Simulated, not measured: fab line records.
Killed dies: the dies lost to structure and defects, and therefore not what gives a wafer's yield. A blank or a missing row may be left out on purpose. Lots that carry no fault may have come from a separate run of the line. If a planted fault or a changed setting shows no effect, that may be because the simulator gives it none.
Which tool did it? / flow nand harc / 15 lots, 44 wafers sampled, at 1 step of a route of 1302

WHAT THE GAUGES READ, wafer by wafer
NHARC_A_SLIT_CD_MEAS_21. Usual: cd nm 289.5 nm, standard deviation 0.74.
lot=L891; measured=day 20 14:42; on=cd sem-03; cd nm (nm)=289.9 289.0 288.9; flag=
lot=L893; measured=day 21 02:30; on=cd sem-02; cd nm (nm)=289.6 290.0 290.9; flag=
lot=L894; measured=day 21 04:20; on=cd sem-02; cd nm (nm)=288.7 288.8 289.6; flag=
lot=L896; measured=day 22 04:14; on=cd sem-02; cd nm (nm)=287.8 288.2 287.6; flag=
lot=L895; measured=day 22 04:20; on=cd sem-03; cd nm (nm)=290.6 290.4 289.5; flag=
lot=L897; measured=day 22 12:26; on=cd sem-03; cd nm (nm)=288.4 288.9 287.9; flag=
lot=L898; measured=day 23 09:43; on=cd sem-03; cd nm (nm)=290.1 290.0 289.5; flag=
lot=L899; measured=day 23 13:12; on=cd sem-03; cd nm (nm)=290.5 290.1 289.6; flag=
lot=L900; measured=day 23 23:21; on=cd sem-01; cd nm (nm)=290.3 290.1 289.8; flag=
lot=L902; measured=day 24 11:52; on=cd sem-02; cd nm (nm)=289.8 289.9; flag=
lot=L904; measured=day 25 13:55; on=cd sem-01; cd nm (nm)=288.2 287.7 288.4; flag=
lot=L905; measured=day 25 21:25; on=cd sem-03; cd nm (nm)=288.1 289.3 288.9; flag=
lot=L912; measured=day 28 22:28; on=cd sem-02; cd nm (nm)=290.1 290.1 289.6; flag=
lot=L914; measured=day 29 07:47; on=cd sem-01; cd nm (nm)=289.5 289.0 289.0; flag=
lot=L913; measured=day 29 09:37; on=cd sem-02; cd nm (nm)=290.2 290.0 289.8; flag=

TOOL THAT RAN EACH LOT (tool first, then ch and the chambers of the sampled wafers, then the start)
There is no process step in the record ahead of these readings.

AS READ BY THE TOOLS THEMSELVES (means over the sampled wafers that have a number; for cases with no such wafer, the mark the record gives instead)
The record holds no such reading with a usual standard deviation.

THE ANSWER, worked out from the rows above alone
Rule: take the mean of a lot's wafers that have a number; if it is more than 3 standard deviations from the usual mean, the lot is off. Also off: a lot with no number at a reading for which 4 or more lots have one. The other lots that the step has rows for count as sound. Order of review: gauges by route order, followed by the tools' own readings, for which a lot's mean as printed above is used. At the first step where some lot is off, the reading lying furthest off is the one used; lots without a number count as furthest.
Nothing can be told from this: no lot is off at any reading shown.

WHAT WAS PUT IN BY THE SIMULATOR
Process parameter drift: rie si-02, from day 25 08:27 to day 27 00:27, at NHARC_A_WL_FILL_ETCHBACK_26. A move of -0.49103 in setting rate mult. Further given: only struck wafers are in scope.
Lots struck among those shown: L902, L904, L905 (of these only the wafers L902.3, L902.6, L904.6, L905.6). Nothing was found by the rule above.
